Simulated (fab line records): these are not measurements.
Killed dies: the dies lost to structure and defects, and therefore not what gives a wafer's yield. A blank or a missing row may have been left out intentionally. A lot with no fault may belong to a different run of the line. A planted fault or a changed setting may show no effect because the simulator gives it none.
Matching of chambers    flow nand_harc    4 sister chambers for NHARC_P_BONDPAD_ETCH_37 on rie_diel-02
The step etches the open film in N2/H2, target depth 60 nm, overetch 18 nm, time 65.91 s. 20 wafers are shown with their chamber, then 10 later ones without.

== EACH WAFER AND ITS CHAMBER ==
wafer   chamber  showerhead_plenum_p_Torr (Torr)  drypump_motor_current_A (A)  rf_vpp_V (V)
L074.1  1        1.97                             6.5                          427.1
L074.3  0        2.06                             6.0                          430.6
L074.6  1        1.97                             6.5                          429.8
L075.2  3        2.16                             5.7                          434.1
L075.3  1        1.97                             6.5                          427.4
L075.4  2        2.01                             5.1                          429.2
L076.1  3        2.16                             5.8                          433.8
L076.2  1        1.97                             6.5                          427.7
L076.3  2        2.01                             5.1                          429.3
L080.1  1        1.97                             6.5                          428.5
L080.2  0        2.06                             5.9                          432.1
L080.5  3        2.16                             5.7                          433.4
L082.1  1        1.97                             6.5                          430.1
L082.4  0        2.06                             6.0                          431.0
L082.6  1        1.97                             6.5                          427.8
L086.2  2        2.00                             5.1                          430.1
L086.4  0        2.06                             6.0                          431.1
L086.5  0        2.06                             6.0                          431.5
L088.3  3        2.16                             5.7                          432.2
L088.4  1        1.97                             6.4                          429.3

SIGNATURES, as means of the wafers listed above
reading                   chamber 0  chamber 1  chamber 2  chamber 3  scatter within a chamber
showerhead_plenum_p_Torr  2.0600     1.9700     2.0067     2.1600     0.00204
drypump_motor_current_A   5.980      6.487      5.100      5.725      0.0389
rf_vpp_V                  431.260    428.462    429.533    433.375    0.903
Rule: for each reading, subtract the chamber's mean from the wafer's reading, divide by that reading's scatter and square the result; add these up over the readings and take the root, which gives the wafer's distance from the chamber. The wafer belongs to the nearest chamber; if the next one is less than 2 further off, it can't be placed. The scatter: take each reading less its chamber's mean, square it, sum over the shown wafers, divide by the number of wafers less the number of chambers, and take the root.

== WAFERS MISSING THEIR CHAMBER ==
wafer   showerhead_plenum_p_Torr (Torr)  drypump_motor_current_A (A)  rf_vpp_V (V)
L088.6  1.97                             6.5                          428.1
L091.1  2.06                             6.0                          431.0
L091.3  2.00                             5.1                          427.6
L091.4  2.16                             5.7                          435.6
L090.4  2.16                             5.7                          433.5
L090.5  2.00                             5.1                          430.3
L090.6  2.16                             5.7                          432.8
L092.2  2.00                             5.1                          429.6
L092.4  2.00                             5.1                          428.7
L092.6  2.06                             5.9                          433.1

== EACH ONE'S CHAMBER ==
wafer   from the rows above  in truth
L088.6  1                    1
L091.1  0                    0
L091.3  2                    2
L091.4  3                    3
L090.4  3                    3
L090.5  2                    2
L090.6  3                    3
L092.2  2                    2
L092.4  2                    2
L092.6  0                    0
Placed correctly: 10 of 10. From these rows, 0 cannot be placed. Wrongly placed: 0.
